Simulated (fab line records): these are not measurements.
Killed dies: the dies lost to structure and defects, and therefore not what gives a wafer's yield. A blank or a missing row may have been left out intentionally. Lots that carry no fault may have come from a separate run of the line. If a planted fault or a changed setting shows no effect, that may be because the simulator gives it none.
Split-lot trial || flow n5 finfet || 7 lots, 21 wafers read, on a route of 1938 steps

THE SPLIT ITSELF
At N5_BEOL_M8_COAT_63 (time 60 s, resist thk 60 nm), the setting spin rpm was moved away from the recipe's 1500 rpm on 6 of the 21 wafers read, by -7.8% to +10.3%. This setting was run at the recipe's value on the other wafers.

FROM THE SPLIT TO THE READING: what the file shows between them, 4 steps
- N5_BEOL_M8_COAT_64: time 60 s, resist thk 12 nm
- N5_BEOL_M8_COAT_71: time 60 s, resist thk 5 nm
- N5_BEOL_M8_ETCH_72: etches underlayer in N2/H2, target depth 6.5 nm, time 5.2 s
- N5_BEOL_M8_ETCH_65: etches SiARC in CF4, target depth 15.6 nm, time 26 s

THE READING
etch.depth nm (the simulator's own value, which no gauge read), in nm, at N5_BEOL_M8_ETCH_66 (etches SOC in N2/H2, target depth 80 nm, overetch 16 nm, time 120 s). The file gives no usual value for it. Across the 15 wafers here that went through the recipe, the average is 59.96 nm and the standard deviation 0.19 nm.

{"wafer": "L075.1", "tool, chamber at the split": "litho track-02, 0", "spin rpm as run, rpm": 1500, "against the recipe": "recipe", "etch.depth nm, nm": 59.8, "against lot-mates on the recipe": "-"}
{"wafer": "L075.3", "tool, chamber at the split": "litho track-02, 0", "spin rpm as run, rpm": 1500, "against the recipe": "recipe", "etch.depth nm, nm": 59.92, "against lot-mates on the recipe": "-"}
{"wafer": "L075.6", "tool, chamber at the split": "litho track-02, 0", "spin rpm as run, rpm": 1654, "against the recipe": "+10.3%", "etch.depth nm, nm": 57.06, "against lot-mates on the recipe": -2.80}
{"wafer": "L080.2", "tool, chamber at the split": "litho track-02, 0", "spin rpm as run, rpm": 1500, "against the recipe": "recipe", "etch.depth nm, nm": 60.04, "against lot-mates on the recipe": "-"}
{"wafer": "L080.4", "tool, chamber at the split": "litho track-02, 0", "spin rpm as run, rpm": 1383, "against the recipe": "-7.8%", "etch.depth nm, nm": 62.53, "against lot-mates on the recipe": "+2.52"}
{"wafer": "L080.6", "tool, chamber at the split": "litho track-02, 0", "spin rpm as run, rpm": 1500, "against the recipe": "recipe", "etch.depth nm, nm": 59.98, "against lot-mates on the recipe": "-"}
{"wafer": "L082.2", "tool, chamber at the split": "litho track-02, 0", "spin rpm as run, rpm": 1500, "against the recipe": "recipe", "etch.depth nm, nm": 59.65, "against lot-mates on the recipe": "-"}
{"wafer": "L082.4", "tool, chamber at the split": "litho track-02, 0", "spin rpm as run, rpm": 1571, "against the recipe": "+4.7%", "etch.depth nm, nm": 58.38, "against lot-mates on the recipe": -1.27}
{"wafer": "L082.6", "tool, chamber at the split": "litho track-02, 0", "spin rpm as run, rpm": 1571, "against the recipe": "+4.7%", "etch.depth nm, nm": 58.55, "against lot-mates on the recipe": -1.10}
{"wafer": "L091.3", "tool, chamber at the split": "litho track-02, 0", "spin rpm as run, rpm": 1500, "against the recipe": "recipe", "etch.depth nm, nm": 60.1, "against lot-mates on the recipe": "-"}
{"wafer": "L091.4", "tool, chamber at the split": "litho track-02, 0", "spin rpm as run, rpm": 1500, "against the recipe": "recipe", "etch.depth nm, nm": 59.82, "against lot-mates on the recipe": "-"}
{"wafer": "L091.5", "tool, chamber at the split": "litho track-02, 0", "spin rpm as run, rpm": 1644, "against the recipe": "+9.6%", "etch.depth nm, nm": 57.22, "against lot-mates on the recipe": -2.74}
{"wafer": "L097.1", "tool, chamber at the split": "litho track-03, 0", "spin rpm as run, rpm": 1500, "against the recipe": "recipe", "etch.depth nm, nm": 60.2, "against lot-mates on the recipe": "-"}
{"wafer": "L097.3", "tool, chamber at the split": "litho track-03, 0", "spin rpm as run, rpm": 1500, "against the recipe": "recipe", "etch.depth nm, nm": 60.33, "against lot-mates on the recipe": "-"}
{"wafer": "L097.6", "tool, chamber at the split": "litho track-03, 0", "spin rpm as run, rpm": 1500, "against the recipe": "recipe", "etch.depth nm, nm": 60.27, "against lot-mates on the recipe": "-"}
{"wafer": "L094.2", "tool, chamber at the split": "litho track-03, 0", "spin rpm as run, rpm": 1500, "against the recipe": "recipe", "etch.depth nm, nm": 59.94, "against lot-mates on the recipe": "-"}
{"wafer": "L094.3", "tool, chamber at the split": "litho track-03, 0", "spin rpm as run, rpm": 1500, "against the recipe": "recipe", "etch.depth nm, nm": 59.93, "against lot-mates on the recipe": "-"}
{"wafer": "L094.4", "tool, chamber at the split": "litho track-03, 0", "spin rpm as run, rpm": 1557, "against the recipe": "+3.8%", "etch.depth nm, nm": 58.76, "against lot-mates on the recipe": -1.18}
{"wafer": "L096.1", "tool, chamber at the split": "litho track-02, 0", "spin rpm as run, rpm": 1500, "against the recipe": "recipe", "etch.depth nm, nm": 59.74, "against lot-mates on the recipe": "-"}
{"wafer": "L096.2", "tool, chamber at the split": "litho track-02, 0", "spin rpm as run, rpm": 1500, "against the recipe": "recipe", "etch.depth nm, nm": 59.86, "against lot-mates on the recipe": "-"}
{"wafer": "L096.3", "tool, chamber at the split": "litho track-02, 0", "spin rpm as run, rpm": 1500, "against the recipe": "recipe", "etch.depth nm, nm": 59.77, "against lot-mates on the recipe": "-"}

THE FIT
A straight line over all 21 wafers: etch.depth nm changes by -0.3 nm for each +1% of spin rpm; r = -0.99; the points scatter about the line by 0.19 nm.
The same after taking each lot's own level away (the mean of its wafers on the recipe; 21 wafers): -0.287 nm for each +1%; r = -1.00; scatter 0.11 nm.
Per that fit: largest spin rpm move, reading shift of 2.9 nm.
From 59.650 to 60.267 nm: that is the span of the lots' own levels, equal to 3.2 times the standard deviation above.
The two slopes are in agreement: the lot-to-lot level therefore moves the slope only a little.
Check: with one of the wafers moved furthest among these (+10.3%) left out of the fit, the line predicts -2.97 nm for it against its lot-mates. It came out at -2.8 nm against them.

OTHER SPLITS APPLIED TO THESE WAFERS
Note: prior to the reading, these wafers also went through further splits. Each is held against what the fit with the lots' levels taken away leaves over:
{"other split on the same wafers": "N5_BEOL_M8_DESCUM_16 time s", "wafers away from the commonest value": 9, "r with etch.depth nm (lot level and that fit taken away)": -0.21}

THE WHOLE CHAIN: every reading that the file lists as answering this split, in the file's order
{"step": "N5_BEOL_M8_COAT_63", "what it does": "time 60 s, resist thk 60 nm", "reading": "SOC_of_BEOL_M8_COAT_63.thk nm (the simulator's own value, which no gauge read)", "change (the file's fit)": "-0.29 nm for each +1% of the setting", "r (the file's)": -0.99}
{"step": "N5_BEOL_M8_ETCH_66", "what it does": "etches SOC in N2/H2, target depth 80 nm, overetch 16 nm, time 120 s", "reading": "etch.depth nm (the simulator's own value, which no gauge read)", "change (the file's fit)": "-0.287 nm for each +1% of the setting", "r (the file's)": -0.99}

THE FILE'S OWN FIT
etch.depth nm changes by -0.287 nm for each +1% of spin rpm, r = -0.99.
